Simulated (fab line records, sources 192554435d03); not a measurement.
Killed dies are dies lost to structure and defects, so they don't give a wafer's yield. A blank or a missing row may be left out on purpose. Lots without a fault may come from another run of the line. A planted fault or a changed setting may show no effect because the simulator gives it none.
A struck lot beside a sound one | flow n5_finfet | 14 steps out of a route of 1938
Sound: wafers L133.1, L133.3, L133.5. Struck: wafers L144.1, L144.3, L144.4. The cause comes at the end.
At each step with rows: each side's tool, then ch and its chambers, then its first start. Under that, the readings that differ: sound wafers | struck wafers | difference of the means | sigmas: that difference in standard deviations of wafers without a fault.
alike: readings whose means differ by less than 2 such deviations, and words and numbers that are the same on both sides. not compared: withheld readings, readings that some wafer has no value for, bounds like >300 that may hide the same value, and numbers for which the record gives no deviation and whose values overlap.
The two part at a step that has a row with sigmas, a row that says differs or no value, or rows on one side only. Numbers that don't overlap but have no deviation are shown without sigmas and don't part them. A reading that every wafer of one side lacks parts them only if that side has two wafers or more.

first, 6 steps without rows for these wafers: N5_MIM_BOT_LITHO_EBR_04; N5_MIM_BOT_LITHO_SOFTBAKE_03 (time 90 s); N5_MIM_BOT_LITHO_EXPOSE_05 (exposes mask MIM BOT); N5_MIM_BOT_LITHO_PEB_06; N5_MIM_BOT_LITHO_DEVELOP_07 (develop time 60 s); N5_MIM_BOT_LITHO_HARDBAKE_09 (time 120 s).
N5_MIM_BOT_LITHO_CD_MEAS_08: target cd 3000 nm.
  sound on cd_sem-01 ch 0, day 12 07:08; struck on cd_sem-03 ch 0, day 15 01:01
  alike: cd_nm
N5_MIM_BOT_LITHO_OVL_MEAS_11:
  sound on overlay-01 ch 0, day 12 07:10; struck on overlay-01 ch 0, day 15 01:03
  alike: MIM_BOT_OVL
N5_MIM_BOT_LITHO_INSPECT_12: inspects for defects (macro).
  sound on defect_inspect-01, day 12 07:11; struck on defect_inspect-02, day 15 01:05
  alike: raw_defect_count
N5_MIM_BOT_LITHO_DESCUM_10: chemistry O2, time 7.9 s.
  sound on rie_diel-04 ch 1,2,3, day 12 07:13; struck on rie_diel-06 ch 0,2,3, day 15 01:10
  alike: bias_power_w, drypump_motor_current_A, oes_product_au, rf_fwd_power_W, rf_vpp_V, showerhead_plenum_p_Torr, throttle_valve_pct
  not compared: rf_hours_counter_h
N5_MIM_BOT_ETCH_ETCH_04: etches SiNx in CF4/O2, target depth 26 nm, time 13 s.
  sound on rie_diel-04 ch 1,2,3, day 12 07:17; struck on rie_diel-06 ch 0,2,3, day 15 01:14
  alike: drypump_motor_current_A, oes_ar_750_au, oes_product_au, rf_fwd_power_W, rf_vpp_V, showerhead_plenum_p_Torr, throttle_valve_pct
  not compared: rf_hours_counter_h
N5_MIM_BOT_ETCH_ETCH_03: etches the open film in Cl2/BCl3, target depth 12 nm.
  sound on rie_metal-02 ch 0,1, day 12 07:23; struck on rie_metal-02 ch 0,1, day 15 01:19
  alike: drypump_motor_current_A, oes_product_au, rf_fwd_power_W, throttle_valve_pct
  not compared: rf_hours_counter_h
N5_MIM_BOT_ETCH_ETCH_00: etches TiN in Cl2/BCl3, target depth 45.5 nm.
  sound on rie_metal-02 ch 0,1, day 12 07:28; struck on rie_metal-02 ch 0,1, day 15 01:25
  reading                              | sound             | struck         | difference | sigmas
  oes_ar_750_au (a.u.)                 | 0.78 0.78 0.81    | 1.03 1.03 0.98 | +0.22      | +3
  rf_fwd_power_W (W)                   | 997 994 1002      | 1241 1237 1238 | +241       | +71
  model.etch.depth_nm (nm)             | 46.45 46.25 46.29 | 56.57 56 56.5  | +10.03     |
  model.MIM_BOT_ETCH.cd_offset_nm (nm) | 0 -0.4 -0.4       | -0.8 -0.6 -0.6 | -0.4       |
  alike: drypump_motor_current_A, oes_product_au, throttle_valve_pct
  not compared: rf_hours_counter_h
N5_MIM_BOT_ETCH_STRIP_01: strips in O2.
  sound on rie_diel-06 ch 1,2,3, day 12 07:37; struck on rie_diel-02 ch 0,1,2, day 15 01:33
  alike: drypump_motor_current_A, oes_product_au, rf_vpp_V, showerhead_plenum_p_Torr, throttle_valve_pct
  not compared: rf_hours_counter_h

WHERE THEY PART
Only at N5_MIM_BOT_ETCH_ETCH_00, within this record. Later steps at which nothing parts them and some readings are alike: N5_MIM_BOT_ETCH_STRIP_01.

WHY: what the simulator had put in
Process parameter drift: rie_metal-02, from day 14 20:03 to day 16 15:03, at N5_MIM_BOT_ETCH_ETCH_00. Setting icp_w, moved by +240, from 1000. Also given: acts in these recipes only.
